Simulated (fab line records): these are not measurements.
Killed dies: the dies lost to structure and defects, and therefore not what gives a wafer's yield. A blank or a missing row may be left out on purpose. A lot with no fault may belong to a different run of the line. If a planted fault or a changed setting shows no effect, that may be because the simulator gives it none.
fab line records	flow n5-finfet
[record] lots = 24	wafers = 72	last-day = 18
route steps=1938 shown BEOL_M2@877
lots that met no fault: from a run of the same line without faults
start-h: hours from the record's opening day to when the first of the lot's shown wafers began	wait-h: how many hours have passed since the lot's step before this one	" as in the row above	L1.1+2: several wafers, shown together as one row	- no value present, or no start provided	* or withheld: withheld	< > ~ a bound
route shown NAME@n: names a module that has steps shown in the file, with the first one's number in the route	usual: mean/standard deviation of fault-free wafers	same: alike in all rows	chamber/n: place in a boat	sites: each site's reading	_std_site: standard deviation of those values	_edge_site: outer sites' mean less inner sites'	radius-mm: how far each site lies from the wafer's centre	mask NAME#n: copy n	behind: the most recent tool/chamber to have shaped the wafer	hold: cause of the lot's hold/its duration in hours/its outcome	device: the transistor (n, p or np) that didn't switch	end of line: tests of these same wafers at the route's end	a step with no rows: only its recipe	killed: dies lost to structure and defects at the first sort, not the wafer's yield	map: shows each die of a wafer: x if killed, . if not, _ if none is there
set.NAME: the run value of the setting; set.NAME@STEP: its run value at that earlier step	model.NAME: the simulator's own value behind a step, which no gauge read
one table for each step of the route and one row for each wafer, over a sample of lots
services: a tool's chamber out of use, with start hour (start-h, from the record's first day; less than 0 if before it), hours out, and reason
[[steps]]
[step N5_BEOL_M2_OVL_MEAS_29]
[recipe] points-per-wafer = 522
[usual] V1_OVL = 0.1/0.66
[same] points-per-wafer = 522
lot.wafer	tool	chamber	start-h	wait-h	V1_OVL[nm]
L074.2	overlay-02	0	133.06	0.0	0.8
L074.4	"	0	"	"	0.5
L074.6	"	0	"	"	1.2
L075.1	overlay-02	0	143.85	0.0	-0.4
L075.4	"	0	"	"	0.5
L075.6	"	0	"	"	1.0
L076.3	overlay-02	0	148.22	0.0	0.2
L076.5	"	0	"	"	0.2
L076.6	"	0	"	"	0.2
L077.2	overlay-02	0	154.54	0.0	-0.3
L077.4	"	0	"	"	-0.2
L077.5	"	0	"	"	0.2
L078.1	overlay-01	0	156.36	0.0	1.0
L078.3	"	0	"	"	-0.2
L078.4	"	0	"	"	0.0
L079.1	overlay-01	0	165.24	0.0	-0.8
L079.3	"	0	"	"	0.0
L079.4	"	0	"	"	-0.9
L080.2	overlay-02	0	165.69	0.0	1.0
L080.3	"	0	"	"	0.6
L080.6	"	0	"	"	1.5
L082.4	overlay-02	0	183.86	0.0	0.1
L082.5	"	0	"	"	-0.6
L082.6	"	0	"	"	0.0
L081.3	overlay-01	0	184.22	0.0	2.5
L081.5	"	0	"	"	0.6
L081.6	"	0	"	"	1.0
L083.4	overlay-01	0	196.86	0.0	0.0
L083.5	"	0	"	"	0.4
L083.6	"	0	"	"	-0.2
L085.2	overlay-02	0	199.72	0.0	0.3
L085.3	"	0	"	"	0.6
L085.5	"	0	"	"	1.3
L084.3	overlay-02	0	200.02	0.0	-0.2
L084.4	"	0	"	"	0.0
L084.5	"	0	"	"	-0.7
L086.1	overlay-01	0	212.39	0.0	-0.1
L086.3	"	0	"	"	0.1
L086.5	"	0	"	"	-0.8
L088.2	overlay-02	0	213.51	0.0	-0.1
L088.4	"	0	"	"	0.2
L088.5	"	0	"	"	0.3
L087.1	overlay-01	0	218.86	0.0	-1.5
L087.3	"	0	"	"	-0.7
L087.6	"	0	"	"	-0.7
L089.4	overlay-01	0	224.46	0.0	-0.6
L089.5	"	0	"	"	0.0
L089.6	"	0	"	"	-0.6
L090.1	overlay-02	0	234.52	0.0	0.0
L090.3	"	0	"	"	1.2
L090.5	"	0	"	"	0.2
L091.3	overlay-01	0	244.11	0.0	-0.1
L091.5	"	0	"	"	-0.1
L091.6	"	0	"	"	0.0
L092.2	overlay-01	0	245.14	0.0	0.1
L092.3	"	0	"	"	0.1
L092.6	"	0	"	"	1.7
L093.2	overlay-01	0	247.74	0.0	-0.4
L093.3	"	0	"	"	0.2
L093.5	"	0	"	"	-0.1
L094.1	overlay-01	0	261.97	0.0	0.3
L094.5	"	0	"	"	-0.7
L094.6	"	0	"	"	-0.3
L095.1	overlay-01	0	269.52	0.0	0.6
L095.4	"	0	"	"	-0.1
L095.5	"	0	"	"	0.6
L096.1	overlay-02	0	274.11	0.0	0.4
L096.2	"	0	"	"	-0.1
L096.5	"	0	"	"	0.3
L097.2	overlay-01	0	274.41	0.0	-0.8
L097.3	"	0	"	"	-0.6
L097.5	"	0	"	"	0.3
[step N5_BEOL_M2_ALD_84]
[recipe] material = TaN	target-thk-a = *	temp-c = 275	ald-precursor-family = PDMAT	ald-co-reactant = NH3	pressure-torr = 3	carrier-flow-sccm = 1500	pulse-time-s = 2	purge-time-s = 3	co-reactant-purge-time-s = 2	co-reactant-pulse-time-s = 3	ald-cycles = 30	precursor-vessel-temp-c = 75	precursor-vessel-pressure-torr = 26.25	precursor-vessel-carrier-sccm = 1000
[usual] heater-power-w = 403/32
lot.wafer	tool	chamber	start-h	wait-h	heater-power-w
L074.2	ald-metal-02	3	134.33	0.1	364
L074.4	"	2	"	"	462
L074.6	"	2	"	"	460
L075.1	ald-metal-01	1	147.12	0.0	359
L075.4	"	0	"	"	412
L075.6	"	1	"	"	371
L076.3	ald-metal-02	0	155.52	0.0	402
L076.5	"	1	"	"	388
L076.6	"	0	"	"	402
L077.2	ald-metal-04	0	174.69	0.1	469
L077.4	"	1	"	"	422
L077.5	"	0	"	"	474
L078.1	ald-metal-01	0	175.21	0.1	399
L078.3	"	3	"	"	404
L078.4	"	2	"	"	370
L079.1	ald-metal-01	2	184.63	0.0	373
L079.3	"	0	"	"	406
L079.4	"	3	"	"	424
L080.2	ald-metal-02	1	185.12	0.1	382
L080.3	"	0	"	"	403
L080.6	"	3	"	"	368
L082.4	ald-metal-01	0	188.06	0.3	398
L082.5	"	3	"	"	426
L082.6	"	2	"	"	363
L081.3	ald-metal-02	1	190.96	0.0	392
L081.5	"	3	"	"	373
L081.6	"	1	"	"	389
L085.2	ald-metal-04	1	204.69	0.1	417
L085.3	"	1	"	"	419
L085.5	"	1	"	"	427
L083.4	ald-metal-04	1	205.51	0.3	424
L083.5	"	1	"	"	418
L083.6	"	1	"	"	413
L084.3	ald-metal-01	1	208.06	0.0	370
L084.4	"	3	"	"	411
L084.5	"	2	"	"	370
L086.1	ald-metal-01	1	214.82	0.0	365
L086.3	"	0	"	"	415
L086.5	"	0	"	"	404
L088.2	ald-metal-02	3	217.41	0.1	376
L088.4	"	2	"	"	455
L088.5	"	1	"	"	387
L087.1	ald-metal-01	1	220.06	0.0	372
L087.3	"	2	"	"	371
L087.6	"	0	"	"	400
L089.4	ald-metal-02	2	228.60	0.0	454
L089.5	"	2	"	"	448
L089.6	"	1	"	"	392
L090.1	ald-metal-01	2	243.65	0.0	365
L090.3	"	1	"	"	368
L090.5	"	2	"	"	360
L091.3	ald-metal-04	2	247.05	0.1	350
L091.5	"	3	"	"	463
L091.6	"	2	"	"	345
L093.2	ald-metal-02	1	251.14	0.0	387
L093.3	"	0	"	"	410
L093.5	"	3	"	"	361
L092.2	ald-metal-02	1	261.15	0.1	394
L092.3	"	2	"	"	466
L092.6	"	1	"	"	396
L094.1	ald-metal-04	0	264.28	0.0	473
L094.5	"	2	"	"	348
L094.6	"	1	"	"	421
L095.1	ald-metal-01	0	276.15	0.0	407
L095.4	"	2	"	"	371
L095.5	"	3	"	"	417
L096.1	ald-metal-01	1	277.14	0.3	361
L096.2	"	3	"	"	411
L096.5	"	3	"	"	423
L097.2	ald-metal-04	3	280.07	0.0	458
L097.3	"	1	"	"	426
L097.5	"	0	"	"	460
[step N5_BEOL_M2_ANNEAL_49]
[recipe] temp-c = 400	time-s = 240	ambient = vacuum
[usual] heater-power-w = 849/69	susceptor_temp_C_max = 400.9/0.31
lot.wafer	tool	chamber	start-h	wait-h	heater-power-w	susceptor_temp_C_max
L074.2	pvd-sputter-02	-	135.79	0.0	872	401.0
L074.4	"	-	"	"	994	400.6
L074.6	"	-	"	"	896	401.5
L075.1	pvd-sputter-02	-	147.74	0.0	915	401.1
L075.4	"	-	"	"	764	400.7
L075.6	"	-	"	"	883	400.8
L076.3	pvd-sputter-02	-	156.18	0.0	924	401.4
L076.5	"	-	"	"	782	401.1
L076.6	"	-	"	"	926	401.1
L077.2	pvd-sputter-01	-	175.21	0.0	746	400.5
L077.4	"	-	"	"	888	401.1
L077.5	"	-	"	"	789	401.0
L078.1	pvd-sputter-01	-	177.05	0.0	759	401.4
L078.3	"	-	"	"	912	400.5
L078.4	"	-	"	"	775	400.8
L079.1	pvd-sputter-01	-	185.20	0.0	785	401.2
L079.3	"	-	"	"	738	401.2
L079.4	"	-	"	"	895	401.0
L080.2	pvd-sputter-03	-	187.28	0.0	936	400.9
L080.3	"	-	"	"	793	400.7
L080.6	"	-	"	"	841	401.1
L082.4	pvd-sputter-03	-	189.12	0.0	809	400.6
L082.5	"	-	"	"	818	400.3
L082.6	"	-	"	"	844	400.7
L081.3	pvd-sputter-03	-	191.56	0.0	852	401.0
L081.5	"	-	"	"	851	401.1
L081.6	"	-	"	"	811	400.4
L085.2	pvd-sputter-02	-	205.71	0.0	745	400.9
L085.3	"	-	"	"	1001	400.7
L085.5	"	-	"	"	882	401.0
L083.4	pvd-sputter-01	-	207.76	0.0	904	401.1
L083.5	"	-	"	"	768	400.6
L083.6	"	-	"	"	897	400.8
L084.3	pvd-sputter-03	-	208.62	0.0	810	400.9
L084.4	"	-	"	"	859	400.8
L084.5	"	-	"	"	867	400.8
L086.1	pvd-sputter-01	-	217.06	0.0	897	401.2
L086.3	"	-	"	"	892	400.9
L086.5	"	-	"	"	777	401.7
L088.2	pvd-sputter-02	-	217.99	0.0	922	401.0
L088.4	"	-	"	"	994	400.4
L088.5	"	-	"	"	897	400.4
L087.1	pvd-sputter-01	-	220.73	0.0	774	400.7
L087.3	"	-	"	"	904	400.8
L087.6	"	-	"	"	795	400.7
L089.4	pvd-sputter-02	-	229.33	0.0	994	400.7
L089.5	"	-	"	"	772	400.9
L089.6	"	-	"	"	995	400.6
L090.1	pvd-sputter-01	-	244.25	0.0	899	400.9
L090.3	"	-	"	"	897	401.0
L090.5	"	-	"	"	903	400.9
L091.3	pvd-sputter-01	-	249.13	0.0	733	401.1
L091.5	"	-	"	"	795	400.7
L091.6	"	-	"	"	739	400.8
L093.2	pvd-sputter-01	-	252.07	0.0	793	401.2
L093.3	"	-	"	"	889	401.2
L093.5	"	-	"	"	897	400.8
L092.2	pvd-sputter-01	-	261.74	0.0	894	400.8
L092.3	"	-	"	"	747	400.7
L092.6	"	-	"	"	753	400.8
L094.1	pvd-sputter-03	-	264.93	0.0	905	400.9
L094.5	"	-	"	"	829	401.4
L094.6	"	-	"	"	841	401.3
L095.1	pvd-sputter-03	-	276.86	0.0	846	400.9
L095.4	"	-	"	"	918	400.4
L095.5	"	-	"	"	925	401.2
L096.1	pvd-sputter-03	-	278.70	0.0	917	401.6
L096.2	"	-	"	"	842	401.0
L096.5	"	-	"	"	842	400.8
L097.2	pvd-sputter-03	-	280.94	0.0	850	400.6
L097.3	"	-	"	"	815	401.2
L097.5	"	-	"	"	923	401.2
[step N5_BEOL_M2_ANNEAL_80]
[recipe] temp-c = 400	time-s = 240	ambient = vacuum
[usual] heater-power-w = 849/68	susceptor_temp_C_max = 400.85/0.3
lot.wafer	tool	chamber	start-h	wait-h	heater-power-w	susceptor_temp_C_max
L074.2	pvd-sputter-02	-	136.01	0.0	861	401.07
L074.4	"	-	"	"	977	400.76
L074.6	"	-	"	"	928	400.91
L075.1	pvd-sputter-02	-	147.96	0.0	890	400.83
L075.4	"	-	"	"	755	400.85
L075.6	"	-	"	"	904	400.89
L076.3	pvd-sputter-02	-	156.40	0.0	920	401.06
L076.5	"	-	"	"	770	400.50
L076.6	"	-	"	"	900	401.46
L077.2	pvd-sputter-01	-	175.43	0.0	753	400.74
L077.4	"	-	"	"	876	400.89
L077.5	"	-	"	"	771	401.02
L078.1	pvd-sputter-01	-	177.27	0.0	744	401.32
L078.3	"	-	"	"	901	400.65
L078.4	"	-	"	"	770	401.06
L079.1	pvd-sputter-01	-	185.42	0.0	788	401.19
L079.3	"	-	"	"	742	400.90
L079.4	"	-	"	"	876	400.79
L080.2	pvd-sputter-03	-	187.50	0.0	913	401.14
L080.3	"	-	"	"	810	400.41
L080.6	"	-	"	"	865	400.62
L082.4	pvd-sputter-03	-	189.34	0.0	832	401.14
L082.5	"	-	"	"	817	400.57
L082.6	"	-	"	"	814	401.20
L081.3	pvd-sputter-03	-	191.78	0.0	878	400.62
L081.5	"	-	"	"	840	400.97
L081.6	"	-	"	"	806	400.72
L085.2	pvd-sputter-02	-	205.93	0.0	773	401.19
L085.3	"	-	"	"	957	400.24
L085.5	"	-	"	"	881	400.86
L083.4	pvd-sputter-01	-	207.98	0.0	871	400.79
L083.5	"	-	"	"	735	400.66
L083.6	"	-	"	"	908	400.59
L084.3	pvd-sputter-03	-	208.84	0.0	811	400.73
L084.4	"	-	"	"	845	401.20
L084.5	"	-	"	"	885	401.06
L086.1	pvd-sputter-01	-	217.28	0.0	890	400.57
L086.3	"	-	"	"	901	400.56
L086.5	"	-	"	"	812	400.60
L088.2	pvd-sputter-02	-	218.21	0.0	902	401.42
L088.4	"	-	"	"	991	400.59
L088.5	"	-	"	"	870	400.77
L087.1	pvd-sputter-01	-	220.95	0.0	802	401.18
L087.3	"	-	"	"	919	400.59
L087.6	"	-	"	"	779	401.60
L089.4	pvd-sputter-02	-	229.55	0.0	983	400.33
L089.5	"	-	"	"	760	400.57
L089.6	"	-	"	"	1015	400.41
L090.1	pvd-sputter-01	-	244.47	0.0	894	400.72
L090.3	"	-	"	"	885	400.76
L090.5	"	-	"	"	902	400.46
L091.3	pvd-sputter-01	-	249.35	0.0	732	400.56
L091.5	"	-	"	"	779	400.68
L091.6	"	-	"	"	732	400.07
L093.2	pvd-sputter-01	-	252.29	0.0	789	401.12
L093.3	"	-	"	"	938	401.16
L093.5	"	-	"	"	907	400.58
L092.2	pvd-sputter-01	-	261.96	0.0	899	400.45
L092.3	"	-	"	"	754	400.80
L092.6	"	-	"	"	751	400.50
L094.1	pvd-sputter-03	-	265.15	0.0	927	401.33
L094.5	"	-	"	"	824	400.97
L094.6	"	-	"	"	843	401.13
L095.1	pvd-sputter-03	-	277.08	0.0	823	400.71
L095.4	"	-	"	"	940	401.67
L095.5	"	-	"	"	927	401.05
L096.1	pvd-sputter-03	-	278.92	0.0	917	401.34
L096.2	"	-	"	"	873	401.30
L096.5	"	-	"	"	838	400.94
L097.2	pvd-sputter-03	-	281.16	0.0	854	400.58
L097.3	"	-	"	"	834	400.92
L097.5	"	-	"	"	922	401.18
[step N5_BEOL_M2_ANNEAL_82]
[recipe] temp-c = 400	time-s = 240	ambient = vacuum
[usual] heater-power-w = 850/69	susceptor_temp_C_max = 400.86/0.28
lot.wafer	tool	chamber	start-h	wait-h	heater-power-w	susceptor_temp_C_max
L074.2	pvd-sputter-02	-	136.23	0.0	875	401.28
L074.4	"	-	"	"	980	400.47
L074.6	"	-	"	"	916	401.21
L075.1	pvd-sputter-02	-	148.18	0.0	883	401.24
L075.4	"	-	"	"	764	401.00
L075.6	"	-	"	"	907	401.09
L076.3	pvd-sputter-02	-	156.62	0.0	922	400.96
L076.5	"	-	"	"	743	400.47
L076.6	"	-	"	"	910	400.85
L077.2	pvd-sputter-01	-	175.65	0.0	735	400.75
L077.4	"	-	"	"	899	400.79
L077.5	"	-	"	"	785	400.70
L078.1	pvd-sputter-01	-	177.49	0.0	744	401.26
L078.3	"	-	"	"	909	401.13
L078.4	"	-	"	"	780	401.10
L079.1	pvd-sputter-01	-	185.64	0.0	778	400.60
L079.3	"	-	"	"	733	401.05
L079.4	"	-	"	"	906	400.43
L080.2	pvd-sputter-03	-	187.72	0.0	924	400.81
L080.3	"	-	"	"	804	400.76
L080.6	"	-	"	"	841	400.86
L082.4	pvd-sputter-03	-	189.56	0.0	834	401.29
L082.5	"	-	"	"	819	400.73
L082.6	"	-	"	"	826	401.23
L081.3	pvd-sputter-03	-	192.00	0.0	859	400.77
L081.5	"	-	"	"	867	401.07
L081.6	"	-	"	"	826	400.57
L085.2	pvd-sputter-02	-	206.15	0.0	762	400.94
L085.3	"	-	"	"	984	400.81
L085.5	"	-	"	"	846	401.28
L083.4	pvd-sputter-01	-	208.20	0.0	893	400.43
L083.5	"	-	"	"	725	400.97
L083.6	"	-	"	"	913	400.96
L084.3	pvd-sputter-03	-	209.06	0.0	844	401.44
L084.4	"	-	"	"	882	401.18
L084.5	"	-	"	"	871	401.49
L086.1	pvd-sputter-01	-	217.50	0.0	896	400.88
L086.3	"	-	"	"	887	400.47
L086.5	"	-	"	"	792	400.99
L088.2	pvd-sputter-02	-	218.43	0.0	890	401.11
L088.4	"	-	"	"	984	400.78
L088.5	"	-	"	"	917	400.99
L087.1	pvd-sputter-01	-	221.17	0.0	772	400.47
L087.3	"	-	"	"	893	400.43
L087.6	"	-	"	"	795	401.08
L089.4	pvd-sputter-02	-	229.77	0.0	990	400.70
L089.5	"	-	"	"	745	400.47
L089.6	"	-	"	"	986	400.67
L090.1	pvd-sputter-01	-	244.69	0.0	895	400.97
L090.3	"	-	"	"	902	400.85
L090.5	"	-	"	"	898	400.76
L091.3	pvd-sputter-01	-	249.57	0.0	728	400.88
L091.5	"	-	"	"	797	400.77
L091.6	"	-	"	"	753	400.81
L093.2	pvd-sputter-01	-	252.51	0.0	786	401.02
L093.3	"	-	"	"	890	400.36
L093.5	"	-	"	"	908	400.38
L092.2	pvd-sputter-01	-	262.18	0.0	915	400.92
L092.3	"	-	"	"	759	400.59
L092.6	"	-	"	"	756	400.79
L094.1	pvd-sputter-03	-	265.37	0.0	927	400.80
L094.5	"	-	"	"	835	401.05
L094.6	"	-	"	"	824	400.66
L095.1	pvd-sputter-03	-	277.30	0.0	832	401.02
L095.4	"	-	"	"	891	401.24
L095.5	"	-	"	"	923	400.80
L096.1	pvd-sputter-03	-	279.14	0.0	943	401.28
L096.2	"	-	"	"	847	400.57
L096.5	"	-	"	"	874	400.60
L097.2	pvd-sputter-03	-	281.38	0.0	855	400.56
L097.3	"	-	"	"	829	401.04
L097.5	"	-	"	"	909	400.76
[step N5_BEOL_M2_SPUTTER_90]
[recipe] material = Cu	target-thk-a = 45	temp-c = -20	chamber-pressure-pa = 0.07	power-w = withheld	time-s = 8.29
[usual] throttle-valve-pct = 30.2/0.95
lot.wafer	tool	chamber	start-h	wait-h	throttle-valve-pct
L074.2	pvd-sputter-02	-	136.81	0.1	29.0
L074.4	"	-	"	"	28.0
L074.6	"	-	"	"	30.6
L075.1	pvd-sputter-02	-	148.76	0.1	30.3
L075.4	"	-	"	"	31.0
L075.6	"	-	"	"	30.6
L076.3	pvd-sputter-02	-	157.20	0.1	30.3
L076.5	"	-	"	"	30.8
L076.6	"	-	"	"	31.0
L077.2	pvd-sputter-01	-	176.23	0.1	30.8
L077.4	"	-	"	"	31.9
L077.5	"	-	"	"	29.6
L078.1	pvd-sputter-01	-	178.07	0.1	30.9
L078.3	"	-	"	"	32.0
L078.4	"	-	"	"	29.7
L079.1	pvd-sputter-01	-	186.22	0.1	29.7
L079.3	"	-	"	"	30.9
L079.4	"	-	"	"	32.0
L080.2	pvd-sputter-03	-	188.30	0.1	30.8
L080.3	"	-	"	"	29.5
L080.6	"	-	"	"	29.8
L082.4	pvd-sputter-03	-	190.14	0.1	30.3
L082.5	"	-	"	"	29.6
L082.6	"	-	"	"	30.1
L081.3	pvd-sputter-03	-	192.58	0.1	30.0
L081.5	"	-	"	"	30.1
L081.6	"	-	"	"	30.4
L085.2	pvd-sputter-02	-	206.73	0.1	31.0
L085.3	"	-	"	"	28.2
L085.5	"	-	"	"	28.7
L083.4	pvd-sputter-01	-	208.78	0.1	32.0
L083.5	"	-	"	"	30.7
L083.6	"	-	"	"	32.3
L084.3	pvd-sputter-03	-	209.64	0.1	30.6
L084.4	"	-	"	"	29.9
L084.5	"	-	"	"	30.1
L086.1	pvd-sputter-01	-	218.08	0.1	32.3
L086.3	"	-	"	"	29.9
L086.5	"	-	"	"	29.7
L088.2	pvd-sputter-02	-	219.01	0.1	30.5
L088.4	"	-	"	"	28.0
L088.5	"	-	"	"	30.6
L087.1	pvd-sputter-01	-	221.75	0.1	30.0
L087.3	"	-	"	"	30.0
L087.6	"	-	"	"	29.8
L089.4	pvd-sputter-02	-	230.35	0.1	27.9
L089.5	"	-	"	"	31.3
L089.6	"	-	"	"	28.2
L090.1	pvd-sputter-01	-	245.27	0.1	31.8
L090.3	"	-	"	"	29.8
L090.5	"	-	"	"	31.9
L091.3	pvd-sputter-01	-	250.15	0.1	31.0
L091.5	"	-	"	"	29.5
L091.6	"	-	"	"	30.8
L093.2	pvd-sputter-01	-	253.09	0.1	29.6
L093.3	"	-	"	"	29.9
L093.5	"	-	"	"	29.8
L092.2	pvd-sputter-01	-	262.76	0.1	29.5
L092.3	"	-	"	"	30.8
L092.6	"	-	"	"	30.9
L094.1	pvd-sputter-03	-	265.95	0.1	30.8
L094.5	"	-	"	"	30.2
L094.6	"	-	"	"	30.1
L095.1	pvd-sputter-03	-	277.88	0.1	30.2
L095.4	"	-	"	"	30.6
L095.5	"	-	"	"	30.8
L096.1	pvd-sputter-03	-	279.72	0.1	30.7
L096.2	"	-	"	"	30.0
L096.5	"	-	"	"	30.0
L097.2	pvd-sputter-03	-	281.96	0.1	29.9
L097.3	"	-	"	"	30.3
L097.5	"	-	"	"	30.6
[[services]]
tool	chamber	start-h	hours	kind
ald-metal-01	-	111.61	2.8	pm
ald-metal-02	2	152.01	47.3	repair
pvd-sputter-02	-	162.27	23.5	repair
ald-metal-02	-	165.23	2.8	pm
ald-metal-01	1	165.80	31.0	repair
ald-metal-02	0	168.46	3.2	repair
ald-metal-04	0	182.77	30.8	repair
ald-metal-04	2	188.80	22.7	repair
ald-metal-04	3	197.15	26.5	repair
ald-metal-04	0	239.27	-	calibration
ald-metal-02	3	255.11	24.7	repair
[[key]]
fault none
